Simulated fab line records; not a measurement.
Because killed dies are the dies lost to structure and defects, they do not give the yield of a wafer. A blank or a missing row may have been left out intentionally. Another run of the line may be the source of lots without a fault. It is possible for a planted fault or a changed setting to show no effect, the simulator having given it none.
One fault seen from 2 desks    flow n5_finfet    each desk holds nothing but its own numbers, with what lay behind them at the end

## FOR THE TOOL OWNER'S DESK: pecvd-02
The tool's own readings at N5_BEOL_M6_ILD_DEP_00 (deposits SiCOH lowk from DEMS/porogen, target thk 179.75 nm, time 33.4 s): means of the sampled wafers that have a number, for each lot that ran on this tool. Any lot whose mean is over 4 standard deviations away from the usual mean is out of limits and marked OUT; that distance is given in the brackets.
Columns: A = heater_power_w at N5_BEOL_M6_ILD_DEP_00, usual 281 W; B = showerhead_plenum_p_Torr at N5_BEOL_M6_ILD_DEP_00, usual 5.742 Torr; C = throttle_valve_pct at N5_BEOL_M6_ILD_DEP_00, usual 13.9 %
lot   first seen here  A    B      C
L723  day 9 11:45      300  5.715  13.1
L729  day 11 10:22     270  5.751  13.8
L733  day 11 14:09     280  5.737  14.0
L731  day 11 14:40     276  5.725  12.9
Result from this desk: across the 4 lots, nothing is out of limits.

## METROLOGY DESK
Lot by lot, what the gauges showed, no matter which tool ran the lot: averages of those sampled wafers that carry a number. Any lot whose mean is over 4 standard deviations away from the usual mean is out of limits and marked OUT; that distance is given in the brackets. Readings shown: 7 out of 11 (the first out of limits, and those lying furthest out on some lot).
Columns: A = DIBL_N at N5_BEOL_M4_RC_MEAS_101, usual 37.3 mV/V; B = DIBL_P at N5_BEOL_M4_RC_MEAS_101, usual 37.4 mV/V; C = IOFF_P at N5_BEOL_M4_RC_MEAS_101, usual 0.25 nA/um; D = SS_N at N5_BEOL_M4_RC_MEAS_101, usual 71.8 mV/dec; E = VT_N at N5_BEOL_M4_RC_MEAS_101, usual 248 mV; F = VT_P at N5_BEOL_M4_RC_MEAS_101, usual -248 mV; G = M6_ILD_THK at N5_BEOL_M6_THK_MEAS_01, usual 155.8 nm
lot   first seen here  A     B     C     D     E    F     G
L723  day 8 22:00      37.6  37.3  0.26  71.8  249  -246  154.4
L724  day 9 03:22      39.0  40.3  0.26  72.1  246  -249  158.3
L725  day 9 22:19      34.6  33.6  0.21  70.8  250  -250  156.5
L729  day 10 19:53     35.2  36.7  0.22  71.9  250  -250  157.2
L733  day 11 02:22     37.2  37.8  0.24  72.2  250  -251  263.9 (+45) OUT
L731  day 11 02:35     40.7  42.1  0.35  72.3  242  -242  262.3 (+44) OUT
L738  day 12 10:40     39.2  37.6  0.25  72.3  250  -249  157.2
L741  day 13 12:40     37.3  37.8  0.24  72.2  252  -250  158.6
L742  day 13 13:46     36.7  35.3  0.26  71.3  248  -245  152.0
Finding of this desk: L731, L733 out of limits, first seen on L733 at day 11 14:43 (M6_ILD_THK at N5_BEOL_M6_THK_MEAS_01). In limits: L723, L724, L725, L729, L738, L741, L742.

## TAKEN TOGETHER
An alarm was possible from the metrology desk at day 11 14:43, on L731, L733.
The desk of the tool owner found nothing out of limits.
On record at the tool owner's desk: L731, L733, within its limits.
The lots listed all ran N5_BEOL_M6_ILD_DEP_00 on pecvd-02.

## WHAT WAS PUT IN BY THE SIMULATOR
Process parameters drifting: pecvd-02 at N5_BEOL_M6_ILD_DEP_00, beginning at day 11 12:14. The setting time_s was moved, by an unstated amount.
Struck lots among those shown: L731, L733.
Delay in hours, fault start to first out-of-limits reading, per desk: metrology desk 2.
